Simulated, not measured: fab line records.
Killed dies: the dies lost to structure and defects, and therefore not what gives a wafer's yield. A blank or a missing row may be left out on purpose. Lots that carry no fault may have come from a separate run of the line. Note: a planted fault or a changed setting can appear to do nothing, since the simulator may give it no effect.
Split-lot study || flow n5_finfet || 21 wafers read across 7 lots, on a route 1938 steps long

SPLIT DETAILS
At N5_BEOL_M11_PECVD_70 (deposits SiO2 from TEOS/O2, target thk 20 nm, time 22.7 s), the setting temp_c was moved away from the recipe's 400 C on 5 of the 21 wafers read, by -4.5% to +4.3%. All remaining wafers had this setting at the recipe value.

FROM THE SPLIT TO THE READING: what the file shows between them, 8 steps
- N5_BEOL_M11_HM_DEP_02: deposits TiN, target thk 20 nm (also split here: target_thk_a)
- N5_BEOL_M11_COAT_59: time 60 s, resist thk 100 nm
- N5_BEOL_M11_COAT_60: time 60 s, resist thk 30 nm
- N5_BEOL_M11_STRIP_68: strips in N2/H2
- N5_BEOL_M11_STRIP_67: strips in CF4
- N5_BEOL_M11_HM_OPEN_17: chemistry Cl2/BCl3, target TiN, target depth 20 nm, overetch 6 nm
- N5_BEOL_M11_STRIP_19: strips in O2
- N5_BEOL_M11_STRIP_77: strips in N2/H2, time 10 s

THE READING
SiO2_of_BEOL_M11_PECVD_70.thk_nm (the simulator's own value, which no gauge read), in nm, at N5_BEOL_M11_HM_STRIP_39 (strips TiN in peroxide tin strip, target depth 25 nm, time 158 s). There is no usual value for it anywhere in the file. Across the 16 wafers here that went through the recipe, the average is 19.8 nm and the standard deviation 0.32 nm.

{"wafer": "L080.2", "tool, chamber at the split": "pecvd-02, 1", "temp_c as run, C": 400, "against the recipe": "recipe", "SiO2_of_BEOL_M11_PECVD_70.thk_nm, nm": 19.6, "against lot-mates on the recipe": "-"}
{"wafer": "L080.4", "tool, chamber at the split": "pecvd-02, 2", "temp_c as run, C": 400, "against the recipe": "recipe", "SiO2_of_BEOL_M11_PECVD_70.thk_nm, nm": 20.2, "against lot-mates on the recipe": "-"}
{"wafer": "L080.6", "tool, chamber at the split": "pecvd-02, 0", "temp_c as run, C": 400, "against the recipe": "recipe", "SiO2_of_BEOL_M11_PECVD_70.thk_nm, nm": 20, "against lot-mates on the recipe": "-"}
{"wafer": "L082.1", "tool, chamber at the split": "pecvd-03, 0", "temp_c as run, C": 400, "against the recipe": "recipe", "SiO2_of_BEOL_M11_PECVD_70.thk_nm, nm": 19.8, "against lot-mates on the recipe": "-"}
{"wafer": "L082.2", "tool, chamber at the split": "pecvd-03, 1", "temp_c as run, C": 400, "against the recipe": "recipe", "SiO2_of_BEOL_M11_PECVD_70.thk_nm, nm": 19.6, "against lot-mates on the recipe": "-"}
{"wafer": "L082.3", "tool, chamber at the split": "pecvd-03, 2", "temp_c as run, C": 382.1, "against the recipe": "-4.5%", "SiO2_of_BEOL_M11_PECVD_70.thk_nm, nm": 21.6, "against lot-mates on the recipe": "+1.9"}
{"wafer": "L083.1", "tool, chamber at the split": "pecvd-01, 2", "temp_c as run, C": 400, "against the recipe": "recipe", "SiO2_of_BEOL_M11_PECVD_70.thk_nm, nm": 19.4, "against lot-mates on the recipe": "-"}
{"wafer": "L083.2", "tool, chamber at the split": "pecvd-01, 0", "temp_c as run, C": 394, "against the recipe": "-1.5%", "SiO2_of_BEOL_M11_PECVD_70.thk_nm, nm": 20.8, "against lot-mates on the recipe": "+1.4"}
{"wafer": "L083.5", "tool, chamber at the split": "pecvd-01, 1", "temp_c as run, C": 394, "against the recipe": "-1.5%", "SiO2_of_BEOL_M11_PECVD_70.thk_nm, nm": 20.6, "against lot-mates on the recipe": "+1.2"}
{"wafer": "L086.1", "tool, chamber at the split": "pecvd-01, 1", "temp_c as run, C": 417.2, "against the recipe": "+4.3%", "SiO2_of_BEOL_M11_PECVD_70.thk_nm, nm": 17.4, "against lot-mates on the recipe": -2.2}
{"wafer": "L086.3", "tool, chamber at the split": "pecvd-01, 2", "temp_c as run, C": 400, "against the recipe": "recipe", "SiO2_of_BEOL_M11_PECVD_70.thk_nm, nm": 19.2, "against lot-mates on the recipe": "-"}
{"wafer": "L086.6", "tool, chamber at the split": "pecvd-01, 0", "temp_c as run, C": 400, "against the recipe": "recipe", "SiO2_of_BEOL_M11_PECVD_70.thk_nm, nm": 20, "against lot-mates on the recipe": "-"}
{"wafer": "L091.2", "tool, chamber at the split": "pecvd-02, 2", "temp_c as run, C": 400, "against the recipe": "recipe", "SiO2_of_BEOL_M11_PECVD_70.thk_nm, nm": 19.6, "against lot-mates on the recipe": "-"}
{"wafer": "L091.4", "tool, chamber at the split": "pecvd-02, 2", "temp_c as run, C": 400, "against the recipe": "recipe", "SiO2_of_BEOL_M11_PECVD_70.thk_nm, nm": 20.2, "against lot-mates on the recipe": "-"}
{"wafer": "L091.6", "tool, chamber at the split": "pecvd-02, 1", "temp_c as run, C": 400, "against the recipe": "recipe", "SiO2_of_BEOL_M11_PECVD_70.thk_nm, nm": 19.8, "against lot-mates on the recipe": "-"}
{"wafer": "L090.2", "tool, chamber at the split": "pecvd-03, 1", "temp_c as run, C": 383.1, "against the recipe": "-4.2%", "SiO2_of_BEOL_M11_PECVD_70.thk_nm, nm": 21.6, "against lot-mates on the recipe": "+2.0"}
{"wafer": "L090.4", "tool, chamber at the split": "pecvd-03, 1,2", "temp_c as run, C": 400, "against the recipe": "recipe", "SiO2_of_BEOL_M11_PECVD_70.thk_nm, nm": 19.6, "against lot-mates on the recipe": "-"}
{"wafer": "L090.6", "tool, chamber at the split": "pecvd-03, 1,2", "temp_c as run, C": 400, "against the recipe": "recipe", "SiO2_of_BEOL_M11_PECVD_70.thk_nm, nm": 19.6, "against lot-mates on the recipe": "-"}
{"wafer": "L094.3", "tool, chamber at the split": "pecvd-01, 2", "temp_c as run, C": 400, "against the recipe": "recipe", "SiO2_of_BEOL_M11_PECVD_70.thk_nm, nm": 19.4, "against lot-mates on the recipe": "-"}
{"wafer": "L094.5", "tool, chamber at the split": "pecvd-01, 1", "temp_c as run, C": 400, "against the recipe": "recipe", "SiO2_of_BEOL_M11_PECVD_70.thk_nm, nm": 20.4, "against lot-mates on the recipe": "-"}
{"wafer": "L094.6", "tool, chamber at the split": "pecvd-01, 2", "temp_c as run, C": 400, "against the recipe": "recipe", "SiO2_of_BEOL_M11_PECVD_70.thk_nm, nm": 20, "against lot-mates on the recipe": "-"}
The file does not say which wafer passed through which chamber wherever a row lists several chambers: such a row stands for several wafers.

THE FIT
A straight line over all 21 wafers: SiO2_of_BEOL_M11_PECVD_70.thk_nm changes by -0.477 nm for each +1% of temp_c; r = -0.93; the points scatter about the line by 0.33 nm.
The same after taking each lot's own level away (the mean of its wafers on the recipe; 21 wafers): -0.494 nm for each +1%; r = -0.94; scatter 0.32 nm.
On that fit, the largest move of temp_c shifts the reading by 2.2 nm.
Measured against the standard deviation above, the lots' own levels, which go from 19.40 to 19.93 nm, span 1.7 times it.
Hence the lot-to-lot level has little effect on the slope; both slopes agree.
Check: with one of the wafers moved furthest among these (-4.5%) left out of the fit, the line predicts +2.42 nm for it against its lot-mates. It came out at +1.9 nm against them.

FURTHER SPLITS ON THESE WAFERS
Note: prior to the reading, these wafers also went through further splits. Each is held against what the fit with the lots' levels taken away leaves over:
{"other split on the same wafers": "N5_BEOL_M7_TRENCH_ETCH_37 time_s", "wafers away from the commonest value": 9, "r with SiO2_of_BEOL_M11_PECVD_70.thk_nm (lot level and that fit taken away)": -0.12}
{"other split on the same wafers": "N5_BEOL_M8_TRENCH_ETCH_37 bias_w", "wafers away from the commonest value": 6, "r with SiO2_of_BEOL_M11_PECVD_70.thk_nm (lot level and that fit taken away)": "+0.15"}
{"other split on the same wafers": "N5_BEOL_M9_COAT_05 spin_rpm", "wafers away from the commonest value": 9, "r with SiO2_of_BEOL_M11_PECVD_70.thk_nm (lot level and that fit taken away)": -0.30}
{"other split on the same wafers": "N5_BEOL_M9_ETCH_62 source_w", "wafers away from the commonest value": 5, "r with SiO2_of_BEOL_M11_PECVD_70.thk_nm (lot level and that fit taken away)": "+0.40"}
{"other split on the same wafers": "N5_BEOL_M10_ILD_DEP_00 time_s", "wafers away from the commonest value": 5, "r with SiO2_of_BEOL_M11_PECVD_70.thk_nm (lot level and that fit taken away)": "+0.11"}
{"other split on the same wafers": "N5_BEOL_M11_HM_DEP_02 target_thk_a", "wafers away from the commonest value": 5, "r with SiO2_of_BEOL_M11_PECVD_70.thk_nm (lot level and that fit taken away)": -0.20}

THE WHOLE CHAIN: every reading that the file lists as answering this split, in the file's order
{"step": "N5_BEOL_M11_PECVD_70", "what it does": "deposits SiO2 from TEOS/O2, target thk 20 nm, time 22.7 s", "reading": "SiO2_of_BEOL_M11_PECVD_70.thk_nm (the simulator's own value, which no gauge read)", "change (the file's fit)": "-0.491 nm for each +1% of the setting", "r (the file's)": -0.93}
{"step": "N5_BEOL_M11_HM_STRIP_39", "what it does": "strips TiN in peroxide tin strip, target depth 25 nm, time 158 s", "reading": "SiO2_of_BEOL_M11_PECVD_70.thk_nm (the simulator's own value, which no gauge read)", "change (the file's fit)": "-0.484 nm for each +1% of the setting", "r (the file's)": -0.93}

FILE'S OWN FIT
SiO2_of_BEOL_M11_PECVD_70.thk_nm changes by -0.484 nm for each +1% of temp_c, r = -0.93.
